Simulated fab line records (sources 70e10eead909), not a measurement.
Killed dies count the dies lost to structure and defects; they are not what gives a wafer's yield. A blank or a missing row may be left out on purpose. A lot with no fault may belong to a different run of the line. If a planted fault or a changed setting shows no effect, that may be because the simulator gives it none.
Chamber matching -- flow nand-harc -- NHARC_A_M0_CMP_23 on cmp-03: 4 sister chambers
The step polishes, t overpolish 20 s, target thk 113.75 nm. 4 wafers are shown with their chamber, then 7 later ones without.

== WAFERS PAIRED WITH THEIR CHAMBERS ==
wafer,chamber,time-to-endpoint-s (s)
L086.1,3,27.6
L086.2,1,25.9
L086.4,0,28.0
L086.5,2,26.0

== WAFERS MISSING THEIR CHAMBER ==
wafer,time-to-endpoint-s (s)
L086.6,30.3
L088.1,28.3
L088.3,28.3
L088.5,27.8
L090.1,27.3
L090.3,29.2
L090.4,29.8

== WHICH CHAMBER EACH ONE RAN IN ==
wafer,from the rows above,in truth
L086.6,can't be placed: 0 or 3 or 2 or 1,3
L088.1,can't be placed: 0 or 3 or 2 or 1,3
L088.3,can't be placed: 0 or 3 or 2 or 1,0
L088.5,can't be placed: 0 or 3 or 2 or 1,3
L090.1,can't be placed: 3 or 0 or 2 or 1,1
L090.3,can't be placed: 0 or 3 or 2 or 1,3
L090.4,can't be placed: 0 or 3 or 2 or 1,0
Correctly placed: 0 of 7. From these rows, 7 cannot be placed; in 7 the true chamber is one of the candidates. 0 placed wrongly.
How it was worked out, from the rows above alone: a wafer's distance from a chamber is the root of the sum, over the readings, of the square of ((its reading less the chamber's mean) divided by the reading's scatter). The wafer belongs to the nearest chamber; if the next one is less than 2 further off, it can't be placed. Each chamber's mean is taken over the wafers shown for it. The scatter: with one shown wafer a chamber, the root of the mean of the squares of how far each hidden wafer lies from its nearest shown one.
